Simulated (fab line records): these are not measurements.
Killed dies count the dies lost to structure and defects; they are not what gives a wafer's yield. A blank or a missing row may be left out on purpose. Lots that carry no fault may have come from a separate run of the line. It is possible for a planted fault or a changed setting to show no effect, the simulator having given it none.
Problem report in the 8D (eight disciplines) form, filled by code -- flow nand-harc -- the parts of the form that need people (team, actions taken, sign-off) are left out

1. PROBLEM STATEMENT
exposure-dose-mJ-cm2 at NHARC_P_ZERO_WELL_EXPOSE_34 reads a mean of 22.766 on 9 wafers of 3 lots; wafers without a fault read 22.308 with a standard deviation of 0.024. That puts it +19 standard deviations away from the usual mean.
The step: exposes mask P PWELL, target cd 720 nm.
First observed at day 6 13:52: wafer L343.1, on krf-scanner-04. At this step, 42 wafers from 14 lots have a number in the record. The rule behind "out" and "out of limits": a value lying over 4 standard deviations away from the usual mean. The other wafers with a number count as sound.

2. WHAT IT IS, WHAT IT ISN'T
question,is,is not
which readings at this step,exposure-dose-mJ-cm2,-
which lots,"L343, L344, L345","L332, L333, L334, L338, L342, L346, L349, L350, L351, L352, L355"
which wafers of those lots,all that have a number,-
read on which tools,krf-scanner-04,"krf-scanner-01, krf-scanner-02"
when,from day 6 13:52,"up to then (15 sound wafers); but 18 sound wafers of L346, L349, L350, L351, L352, L355 came after"

3. SUSPECTS, AND WHAT RULES EACH OUT
Counting: any tool at a process step up to the reading is kept as a suspect provided that every lot that is out went through it and no sound lot did after the first of them.
- krf-scanner-04 at NHARC_P_ZERO_WELL_EXPOSE_34 (exposes mask P PWELL, target cd 720 nm): kept. All lots that are out passed through it, beginning with L343 at day 6 13:52, and no sound lot followed; its final sound lot before that point was L342 at day 6 03:57. Its own exposure-dose-mJ-cm2 readings are out on those wafers.
After counting, what remains is krf-scanner-04 at NHARC_P_ZERO_WELL_EXPOSE_34.

4. THE CAUSE (what the simulator had put in)
Process parameter drift: krf-scanner-04, from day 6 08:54 on, at NHARC_P_ZERO_WELL_EXPOSE_34. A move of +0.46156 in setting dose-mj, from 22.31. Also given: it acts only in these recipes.
Only this tool survived the counting.

5. THE EFFECT CHAIN, in route order
Each row: a reading where the mean over the struck wafers with a number is more than 3 standard deviations away from the usual. Readings are gone through only where the record gives a usual standard deviation; hours: the median, over the lots, of the time from a lot's start at the first step in this table giving one to that lot's start at this step; sigmas: the change measured in usual standard deviations.
hours,step,reading,usual,on struck wafers,change,sigmas
0,NHARC_P_ZERO_WELL_EXPOSE_34,exposure-dose-mJ-cm2,22.308,22.766,+0.458,+19
Process steps it contains:
- NHARC_P_ZERO_WELL_EXPOSE_34: exposes mask P PWELL, target cd 720 nm.
At these later measuring or inspecting steps, every struck wafer for which the step has a row has a number for every such reading, and none has moved that far: NHARC_P_ZERO_WELL_CD_MEAS_52, NHARC_P_GATE_CD_MEAS_33, NHARC_END_SORT_01.

6. HOW IT WOULD HAVE BEEN CAUGHT EARLIER
In this record the first reading out of limits was taken at day 6 13:52, 5 hours after the fault began at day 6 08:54.
